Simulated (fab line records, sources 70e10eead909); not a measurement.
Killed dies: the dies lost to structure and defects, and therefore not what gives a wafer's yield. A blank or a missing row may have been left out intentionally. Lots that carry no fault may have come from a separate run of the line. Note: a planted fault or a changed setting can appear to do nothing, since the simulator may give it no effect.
fab line records + flow nand-harc
record
- lots=5
- wafers=15
- last-day=24
route steps=1159 shown P_ZERO_WELL@44 END@1159
lots that met no fault: from a run of the same line without faults
start-h: start of the lot's first displayed wafer, in hours after the record's first day + wait-h: how many hours have passed since the lot's step before this one + " same as the row above + L1.1+2: several wafers, shown together as one row + - no value, or no start given + * or withheld: withheld + < > ~ a bound
route shown NAME@n: names a module that has steps shown in the file, with the first one's number in the route + usual: mean/standard deviation taken from wafers without a fault + same: alike in all rows + chamber/n: place in a boat + sites: the reading at each site + _std_site: how widely they spread, as a standard deviation + _edge_site: inner sites' mean taken away from outer sites' mean + radius-mm: how far each site lies from the wafer's centre + mask NAME#n: copy n + behind: the tool/chamber that last shaped the wafer + hold: cause of the lot's hold/its duration in hours/its outcome + device: the n, p or np transistor that did not switch + end of line: tests run on the same wafers once the route is complete + where a step has no rows: the recipe by itself + killed: not the wafer's yield, but the dies lost to structure and defects at the first sort + map: shows each die of a wafer: x if killed, . if not, _ if none is there
set.NAME: the setting that was run; set.NAME@STEP: the one run at that earlier step + model.NAME: the simulator's own value behind a step, which no gauge read
certain route steps with their lots: each step a table, each wafer a row
services: from which hour (start-h, from the record's first day; less than 0 if before it) a tool's chamber was out of use, for how many hours, and why
## steps
# step NHARC_P_ZERO_WELL_CD_MEAS_37
# recipe
- target-cd-nm=720
- landing-energy-ev=500
# usual
- cd-nm=720.1/1.2
| lot.wafer | tool      | chamber | start-h | wait-h | cd-nm |
|-----------|-----------|---------|---------|--------|-------|
| L996.3    | cd-sem-03 | 0       | 22.25   | -      | 720.8 |
| L996.4    | "         | 0       | "       | "      | 720.4 |
| L996.6    | "         | 0       | "       | "      | 719.0 |
| L105.1    | cd-sem-02 | 0       | 75.98   | -      | 718.7 |
| L105.2    | "         | 0       | "       | "      | 720.0 |
| L105.4    | "         | 0       | "       | "      | 717.8 |
| L106.2    | cd-sem-03 | 0       | 82.44   | -      | 717.4 |
| L106.4    | "         | 0       | "       | "      | 717.6 |
| L106.6    | "         | 0       | "       | "      | 718.5 |
| L112.4    | cd-sem-02 | 0       | 118.24  | -      | 720.0 |
| L112.5    | "         | 0       | "       | "      | 721.1 |
| L112.6    | "         | 0       | "       | "      | 721.5 |
| L116.4    | cd-sem-03 | 0       | 142.42  | -      | 720.8 |
| L116.5    | "         | 0       | "       | "      | 722.5 |
| L116.6    | "         | 0       | "       | "      | 720.4 |
# step NHARC_P_ZERO_WELL_HARDBAKE_38
# recipe
- temp-c=125
- time-s=80
# step NHARC_P_ZERO_WELL_DESCUM_39
# recipe
- time-s=3
- o2-flow-sccm=200
- ar-flow-sccm=0
- bias-power-w=0
- chemistry=O2
# usual
- drypump-motor-current-A=5.6/0.45
- oes-product-au=0.998/0.0073
- rf-vpp-V=57.9/0.79
- showerhead-plenum-p-Torr=1.93/0.082
- throttle-valve-pct=11.311/0.0088
| lot.wafer | tool        | chamber | start-h | wait-h | drypump-motor-current-A | oes-product-au | rf-hours-counter-h | rf-vpp-V | showerhead-plenum-p-Torr | throttle-valve-pct |
|-----------|-------------|---------|---------|--------|-------------------------|----------------|--------------------|----------|--------------------------|--------------------|
| L996.4    | rie-diel-09 | 0       | 22.41   | -      | 6.6                     | 1.001          | 7                  | 58.0     | 2.04                     | 11.307             |
| L996.3    | "           | 2       | "       | "      | 5.2                     | 1.010          | 7                  | 57.0     | 1.93                     | 11.300             |
| L996.6    | "           | 0       | "       | "      | 6.6                     | 1.004          | -                  | 58.8     | 2.04                     | 11.315             |
| L105.2    | rie-diel-09 | 3       | 76.14   | -      | 5.5                     | 0.997          | 13                 | 59.3     | 1.94                     | 11.324             |
| L105.1    | "           | 0       | "       | "      | 6.6                     | 1.003          | 12                 | 58.4     | 2.03                     | 11.317             |
| L105.4    | "           | 1       | "       | "      | 5.7                     | 0.998          | 13                 | 59.1     | 2.03                     | 11.306             |
| L106.2    | rie-diel-04 | 3       | 82.61   | -      | 5.7                     | 0.994          | 7                  | 59.0     | 1.97                     | 11.300             |
| L106.4    | "           | 0       | "       | "      | 5.6                     | 1.001          | 10                 | 57.3     | 1.91                     | 11.306             |
| L106.6    | "           | 3       | "       | "      | 5.7                     | 0.999          | -                  | 57.2     | 1.97                     | 11.295             |
| L112.4    | rie-diel-09 | 0       | 118.42  | -      | 6.6                     | 0.996          | 3                  | 59.4     | 2.03                     | 11.321             |
| L112.6    | "           | 2       | "       | "      | 5.2                     | 1.001          | -                  | 58.4     | 1.93                     | 11.297             |
| L112.5    | "           | 3       | "       | "      | 5.6                     | 0.996          | -                  | 58.0     | 1.94                     | 11.303             |
| L116.4    | rie-diel-03 | 2       | 142.60  | -      | 5.0                     | 0.988          | 5                  | 58.9     | 1.80                     | 11.312             |
| L116.6    | "           | 0       | "       | "      | 5.2                     | 0.973          | -                  | 59.7     | 1.86                     | 11.309             |
| L116.5    | "           | 1       | "       | "      | 5.2                     | 0.996          | -                  | 56.6     | 1.80                     | 11.294             |
# step NHARC_P_ZERO_WELL_IMPLANT_40
# recipe
- energy-kev=300
- dose-cm2=1e+13
- tilt-deg=7
# step NHARC_P_ZERO_WELL_IMPLANT_59
# recipe
- energy-kev=120
- dose-cm2=5e+12
- tilt-deg=7
# step NHARC_P_ZERO_WELL_IMPLANT_60
# recipe
- energy-kev=30
- dose-cm2=2e+12
- tilt-deg=7
# step NHARC_P_ZERO_WELL_STRIP_41
# recipe
- time-s=840
- temp-c=130
- chemistry=SPM
# step NHARC_P_ZERO_WELL_DEHYDRATE_44
# recipe
- temp-c=150
- time-s=120
# step NHARC_P_ZERO_WELL_HMDS_45
# recipe
- time-s=30
# step NHARC_P_ZERO_WELL_COAT_46
# recipe
- spin-rpm=withheld
# step NHARC_P_ZERO_WELL_SOFTBAKE_47
# recipe
- temp-c=122
- time-s=95
# step NHARC_P_ZERO_WELL_EBR_48
# step NHARC_P_ZERO_WELL_EXPOSE_49
# recipe
- na=0.6
- target-cd-nm=2000
- dose-mj=22.64
- mask-id=P_HVPW
| lot.wafer  | tool           | chamber | start-h | wait-h | mask      |
|------------|----------------|---------|---------|--------|-----------|
| L996.3+4+6 | krf-scanner-03 | 0       | 23.75   | -      | P_HVPW#0  |
| L105.1+2+4 | krf-scanner-02 | 0       | 77.35   | -      | P_HVPW#0  |
| L106.2+4+6 | krf-scanner-01 | 0       | 83.92   | -      | P_HVPW#0  |
| L112.4+5+6 | krf-scanner-03 | 0       | 119.60  | -      | P_NWELL#0 |
| L116.4+5+6 | krf-scanner-02 | 0       | 143.92  | -      | P_HVPW#0  |
# step NHARC_P_ZERO_WELL_PEB_50
# recipe
- peb-temp-c=118
- peb-time-s=85
# step NHARC_P_ZERO_WELL_DEVELOP_51
# recipe
- time-s=70
# step NHARC_P_ZERO_WELL_CD_MEAS_52
# recipe
- target-cd-nm=2000
- landing-energy-ev=500
# usual
- cd-nm=2000.1/1.5
| lot.wafer | tool      | chamber | start-h | wait-h | cd-nm  |
|-----------|-----------|---------|---------|--------|--------|
| L996.3    | cd-sem-03 | 0       | 23.91   | -      | 1999.8 |
| L996.4    | "         | 0       | "       | "      | 1999.8 |
| L996.6    | "         | 0       | "       | "      | 2000.8 |
| L105.1    | cd-sem-01 | 0       | 77.50   | -      | 2002.2 |
| L105.2    | "         | 0       | "       | "      | 1999.6 |
| L105.4    | "         | 0       | "       | "      | 2000.2 |
| L106.2    | cd-sem-02 | 0       | 84.08   | -      | 2003.4 |
| L106.4    | "         | 0       | "       | "      | 1999.6 |
| L106.6    | "         | 0       | "       | "      | 1999.9 |
| L112.4    | cd-sem-03 | 0       | 119.75  | -      | -      |
| L112.5    | "         | 0       | "       | "      | -      |
| L112.6    | "         | 0       | "       | "      | -      |
| L116.4    | cd-sem-01 | 0       | 144.07  | -      | 1999.7 |
| L116.5    | "         | 0       | "       | "      | 2000.3 |
| L116.6    | "         | 0       | "       | "      | 1999.3 |
# step NHARC_P_ZERO_WELL_HARDBAKE_53
# recipe
- temp-c=125
- time-s=80
# step NHARC_END_SORT_01
# recipe
- temp-c=25
# usual
- killed-at-array=26/9.6
- killed-at-other=0.7/0.92
- killed-at-periphery=3.8/2.7
- killed-dies=31/10
- killed-open=3.3/1.7
- killed-short=1.8/1.3
# same
- gross-dies=677
| lot.wafer | tool      | chamber | start-h | wait-h | killed-at-array | killed-at-other | killed-at-periphery | killed-dies | killed-open | killed-short |
|-----------|-----------|---------|---------|--------|-----------------|-----------------|---------------------|-------------|-------------|--------------|
| L106.2    | prober-01 | 0       | 522.84  | 2.8    | 37              | 0               | 4                   | 41          | 2           | 0            |
| L106.4    | prober-01 | 0       | 524.44  | 3.4    | 39              | 0               | 1                   | 40          | 2           | 1            |
| L106.6    | prober-01 | 0       | 526.04  | 4.0    | 40              | 0               | 6                   | 46          | 1           | 5            |
| L112.4    | prober-01 | 0       | 547.12  | 3.4    | 28              | 1               | 648                 | 677         | 7           | 5            |
| L112.5    | prober-01 | 0       | 547.93  | 3.7    | 33              | 1               | 643                 | 677         | 4           | 1            |
| L112.6    | prober-01 | 0       | 548.73  | 4.0    | 43              | 1               | 633                 | 677         | 4           | 0            |
# killed by level:class
L106.2 A_CHANNEL_HOLE_D1:chamber-film-flake=14 A_SLIT:chamber-film-flake=11 A_SGD_CUT:chamber-film-flake=5 A_CONTACT:chamber-film-flake=3 A_WL_FILL:chamber-film-flake=1 P_CONTACT:geometric-particle:open=1 A_CONTACT:geometric-particle:open=1 P_ZERO_WELL:chamber-film-flake=1
L106.4 A_CHANNEL_HOLE_D1:chamber-film-flake=13 A_SLIT:chamber-film-flake=9 A_CONTACT:chamber-film-flake=6 A_SGD_CUT:chamber-film-flake=4 A_CHANNEL_FILL_D1:chamber-film-flake=3 P_M0:geometric-particle:short=1 A_CONTACT:geometric-particle:open=1 A_M0:geometric-particle:open=1
L106.6 A_CHANNEL_HOLE_D1:chamber-film-flake=21 A_SGD_CUT:chamber-film-flake=6 A_CHANNEL_FILL_D1:chamber-film-flake=3 A_SLIT:chamber-film-flake=3 P_M0:chamber-film-flake=2 A_WL_FILL:chamber-film-flake=2 P_CONTACT:geometric-particle:short=1 P_M0:geometric-particle:short=1
L112.4 P_ZERO_WELL:area-expose=634 A_CHANNEL_HOLE_D1:chamber-film-flake=14 P_CONTACT:chamber-film-flake=7 P_STI:chamber-film-flake=5 A_CONTACT:geometric-particle:open=3 A_CHANNEL_FILL_D1:geometric-particle:open=2 A_CONTACT:chamber-film-flake=2 P_M2:geometric-particle:short=1
L112.5 P_ZERO_WELL:area-expose=634 A_CHANNEL_HOLE_D1:chamber-film-flake=20 P_STI:chamber-film-flake=6 A_CONTACT:chamber-film-flake=6 P_CONTACT:chamber-film-flake=2 A_ONON_D1:geometric-particle:open=1 A_CHANNEL_FILL_D1:geometric-particle:open=1 A_WL_FILL:geometric-particle:open=1
L112.6 P_ZERO_WELL:area-expose=621 A_CHANNEL_HOLE_D1:chamber-film-flake=31 P_CONTACT:chamber-film-flake=7 P_STI:chamber-film-flake=4 A_CONTACT:geometric-particle:open=3 A_STAIRCASE:chamber-film-flake=3 A_CONTACT:chamber-film-flake=2 P_M0:geometric-particle:open=1
# map L112.4 (x killed, . not)
____________x____________
_________xxxxxxx_________
_______xxxxxxxxxxx_______
______xxxxxxxxxxxxx______
_____xxxxxxxxxxxxxxx_____
____xxxxxxxxxxxxxxxxx____
____xxxxxxxxxxxxxxxxx____
___xxxxxxxxxxxxxxxxxxx___
___xxxxxxxxxxxxxxxxxxx___
__xxxxxxxxxxxxxxxxxxxxx__
__xxxxxxxxxxxxxxxxxxxxx__
_xxxxxxxxxxxxxxxxxxxxxxx_
_xxxxxxxxxxxxxxxxxxxxxxx_
_xxxxxxxxxxxxxxxxxxxxxxx_
_xxxxxxxxxxxxxxxxxxxxxxx_
_xxxxxxxxxxxxxxxxxxxxxxx_
xxxxxxxxxxxxxxxxxxxxxxxxx
xxxxxxxxxxxxxxxxxxxxxxxxx
xxxxxxxxxxxxxxxxxxxxxxxxx
xxxxxxxxxxxxxxxxxxxxxxxxx
xxxxxxxxxxxxxxxxxxxxxxxxx
_xxxxxxxxxxxxxxxxxxxxxxx_
_xxxxxxxxxxxxxxxxxxxxxxx_
_xxxxxxxxxxxxxxxxxxxxxxx_
_xxxxxxxxxxxxxxxxxxxxxxx_
_xxxxxxxxxxxxxxxxxxxxxxx_
__xxxxxxxxxxxxxxxxxxxxx__
__xxxxxxxxxxxxxxxxxxxxx__
___xxxxxxxxxxxxxxxxxxx___
___xxxxxxxxxxxxxxxxxxx___
____xxxxxxxxxxxxxxxxx____
____xxxxxxxxxxxxxxxxx____
_____xxxxxxxxxxxxxxx_____
______xxxxxxxxxxxxx______
_______xxxxxxxxxxx_______
_________xxxxxxx_________
____________x____________
# map L996.6 (x killed, . not)
____________x____________
_________......._________
_______......x...x_______
______.x..x..x....x______
_____..............._____
____.................____
____.................____
___x...x..............___
___...................___
__.....................__
__....x................__
_......................._
_..........x............_
_......................._
_......................._
_......................._
...x.....................
......................x..
......x..x..............x
....................x..x.
...........x.x...........
_......................._
_...................x..x_
_......................._
_....................xxx_
_.....................xx_
__.x..............x...x__
__.....x..............x__
___...................___
___...............x...___
____................x____
____.................____
_____..............._____
______.............______
_______..........._______
_________......._________
____________.____________
## services
| tool           | chamber | start-h | hours | kind   |
|----------------|---------|---------|-------|--------|
| rie-diel-09    | 0       | 7.10    | -     | clean  |
| rie-diel-09    | 1       | 7.10    | -     | clean  |
| rie-diel-09    | 2       | 7.10    | -     | clean  |
| rie-diel-09    | 3       | 7.10    | -     | clean  |
| rie-diel-09    | -       | 11.27   | 0.4   | repair |
| rie-diel-09    | 2       | 23.81   | 2.6   | repair |
| rie-diel-09    | 0       | 31.60   | -     | clean  |
| rie-diel-09    | 1       | 31.60   | -     | clean  |
| rie-diel-09    | 2       | 31.60   | -     | clean  |
| rie-diel-09    | 3       | 31.60   | -     | clean  |
| rie-diel-09    | 1       | 32.41   | 2.5   | repair |
| krf-scanner-02 | -       | 38.00   | 4.0   | pm     |
| rie-diel-03    | -       | 38.30   | 9.0   | pm     |
| rie-diel-04    | 1       | 39.28   | 1.2   | repair |
| krf-scanner-01 | -       | 40.36   | 0.9   | repair |
| rie-diel-03    | 3       | 52.01   | 7.0   | repair |
| rie-diel-09    | 2       | 54.75   | 5.3   | repair |
| rie-diel-03    | -       | 59.87   | 0.8   | repair |
| rie-diel-03    | -       | 69.10   | 0.2   | repair |
| krf-scanner-02 | -       | 73.58   | 3.3   | repair |
| rie-diel-09    | -       | 77.10   | 9.0   | pm     |
| krf-scanner-01 | -       | 84.00   | 4.0   | pm     |
| krf-scanner-03 | -       | 106.24  | 1.0   | repair |
| rie-diel-04    | -       | 111.90  | 9.0   | pm     |
## key
first-sign
- step=NHARC_P_ZERO_WELL_EXPOSE_49
- reading=mask
- direction=changed
effect
- step=NHARC_P_ZERO_WELL_CD_MEAS_52
- reading=cd-nm
- direction=missing
effect
- step=NHARC_END_SORT_01
- reading=killed-at-periphery
- direction=up
- sigmas=99+
- usual=3.8
- struck=641.3
more-kills-born-at
- NHARC_P_ZERO_WELL_EXPOSE_49@krf-scanner-03=1889
met-at NHARC_P_ZERO_WELL_EXPOSE_49
struck-wafers L112.4,L112.5,L112.6
later-rows-left-out L112.4,L112.5,L112.6
tester-left-out L112
onset-between 23.75 119.60
fault
- kind=wrong-mask
- tool=any
- chamber=-
- onset-h=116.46
- steps=NHARC_P_ZERO_WELL_EXPOSE_49
- aux-copy=P_NWELL#0
- scope=struck-lots-only
# tester-left-out: of these lots the tester's yield and bins aren't shown, on N5 and GAA mostly nor the transistor test; their killed dies are dies lost to structure and defects alone, not to doping, threshold or leakage, so they don't give the yield
# later-rows-left-out: the simulator's readings of these wafers behind a module that went badly wrong aren't trusted and aren't shown, but for the sort
